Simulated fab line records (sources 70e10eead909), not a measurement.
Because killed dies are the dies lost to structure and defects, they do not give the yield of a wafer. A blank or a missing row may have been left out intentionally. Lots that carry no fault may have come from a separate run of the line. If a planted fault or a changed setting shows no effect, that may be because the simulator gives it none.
Matching of chambers    flow nandHarc    NHARC_A_CONTACT_ETCH_90 on rieDiel-06: 4 sister chambers
The step etches the open film in CH3F/O2, target depth 40 nm, time 85.7 s. 4 wafers are shown with their chamber, then 11 later ones without.

== EACH WAFER AND ITS CHAMBER ==
wafer   chamber  drypumpMotorCurrentA (A)
L080.1  0        6.4
L085.1  2        6.2
L087.4  3        5.4
L089.1  1        5.1

== WAFERS WHOSE CHAMBER IS MISSING ==
wafer   drypumpMotorCurrentA (A)
L089.3  6.4
L089.5  6.3
L088.3  6.3
L088.4  5.0
L088.5  5.0
L090.1  5.3
L090.4  6.3
L090.5  5.0
L097.3  5.1
L097.4  6.4
L097.6  5.3

== THE CHAMBER EACH PASSED THROUGH ==
wafer   from the rows above      in truth
L089.3  0                        0
L089.5  can't be placed: 2 or 0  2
L088.3  can't be placed: 2 or 0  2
L088.4  1                        1
L088.5  1                        1
L090.1  can't be placed: 3 or 1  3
L090.4  can't be placed: 2 or 0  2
L090.5  1                        1
L097.3  1                        1
L097.4  0                        0
L097.6  can't be placed: 3 or 1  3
Placed correctly: 6 of 11. From these rows, 5 cannot be placed; in 5 the true chamber is one of the candidates. Wrongly placed: 0.
How it was worked out, from the rows above alone: a wafer's distance from a chamber is the root of the sum, over the readings, of the square of ((its reading less the chamber's mean) divided by the reading's scatter). If the next closest chamber is less than 2 further off than the closest, the wafer can't be placed; otherwise it belongs to the closest. A chamber's mean is the mean of its shown wafers. The scatter: root of mean squared gap, hidden wafer to nearest shown wafer, with one shown wafer a chamber.
